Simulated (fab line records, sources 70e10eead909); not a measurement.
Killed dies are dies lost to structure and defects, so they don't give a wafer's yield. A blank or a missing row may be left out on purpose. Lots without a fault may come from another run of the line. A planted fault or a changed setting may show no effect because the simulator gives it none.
Chamber matching | flow nand_harc | NHARC_A_STAIRCASE_ETCHBACK_422 on rie_diel-04: 4 sister chambers
The step etches the open film in CH3F/O2, target depth 40 nm, time 74.286 s. 4 wafers are shown with their chamber, then 8 later ones without.

WAFERS WITH THEIR CHAMBER
wafer  | chamber | drypump_motor_current_A (A)
L080.6 | 1       | 5.8
L085.4 | 3       | 5.5
L085.6 | 0       | 6.7
L089.1 | 2       | 5.1

WAFERS WITHOUT THEIR CHAMBER
wafer  | drypump_motor_current_A (A)
L089.2 | 6.6
L089.4 | 5.8
L088.1 | 5.1
L088.4 | 5.5
L088.6 | 5.8
L094.2 | 5.1
L094.3 | 6.7
L094.5 | 6.7

WHICH CHAMBER EACH WENT THROUGH
wafer  | from the rows above | in truth
L089.2 | 0                   | 0
L089.4 | 1                   | 1
L088.1 | 2                   | 2
L088.4 | 3                   | 3
L088.6 | 1                   | 1
L094.2 | 2                   | 2
L094.3 | 0                   | 0
L094.5 | 0                   | 0
Placed correctly: 8 of 8. Can't be placed from these rows: 0. Placed wrongly: 0.
How it was worked out, from the rows above alone: a wafer's distance from a chamber is the root of the sum, over the readings, of the square of ((its reading less the chamber's mean) divided by the reading's scatter). The wafer belongs to the nearest chamber; if the next one is less than 2 further off, it can't be placed. A chamber's mean is the mean of its shown wafers. The scatter: with one shown wafer a chamber, the root of the mean of the squares of how far each hidden wafer lies from its nearest shown one.
